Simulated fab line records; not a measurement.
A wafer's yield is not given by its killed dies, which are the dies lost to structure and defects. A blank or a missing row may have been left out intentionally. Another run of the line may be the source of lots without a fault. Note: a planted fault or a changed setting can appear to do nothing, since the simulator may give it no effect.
Which tool did it? | flow n5Finfet | 6 lots, 17 wafers sampled, at 2 steps of a route of 1938

WHAT THE GAUGES SHOWED, per wafer
N5_PASSIVATION_OVL_MEAS_60.
lot  | measured     | on         | TV_OVL (nm)
L720 | day 13 09:03 | overlay-01 | 0 -4 -6
L724 | day 13 18:12 | overlay-01 | -7 -6 -8
L728 | day 14 07:46 | overlay-01 | 1 8 9
L731 | day 15 21:56 | overlay-02 | 1 1
L733 | day 16 07:30 | overlay-01 | 10 6 10
L740 | day 17 15:38 | overlay-02 | 0 -7 -1

WHICH TOOL RAN EACH LOT (tool, then ch and the chambers of the sampled wafers, then the start)
lot  | N5_BEOL_M13_PRE_CLEAN_42
L720 | pvdSputter-01, day 12 10:25
L724 | pvdSputter-03, day 12 22:04
L728 | pvdSputter-03, day 13 10:37
L731 | pvdSputter-01, day 14 19:16
L733 | pvdSputter-02, day 15 05:35
L740 | pvdSputter-01, day 16 18:07
- N5_BEOL_M13_PRE_CLEAN_42: time 30 s.

THE ANSWER, worked out from the rows above alone
Rule: usual is defined by the lots themselves. Put in order of their means at a reading, lots are off if they are a third of the lots or fewer, leave a main group of 4 or more, and stand apart from it by a gap of 3 or more times the standard deviation of the main group's means; of several such gaps the widest counts. A main group whose means are all the same, to the digits that the tables above print for the reading, isn't used. Also off: a lot with no number at a reading for which 4 or more lots have one. Where the step has rows for the other lots, those lots are counted as sound.
No lot is off at any reading shown: from this, nothing can be told.

WHAT THE SIMULATOR HAD INSERTED
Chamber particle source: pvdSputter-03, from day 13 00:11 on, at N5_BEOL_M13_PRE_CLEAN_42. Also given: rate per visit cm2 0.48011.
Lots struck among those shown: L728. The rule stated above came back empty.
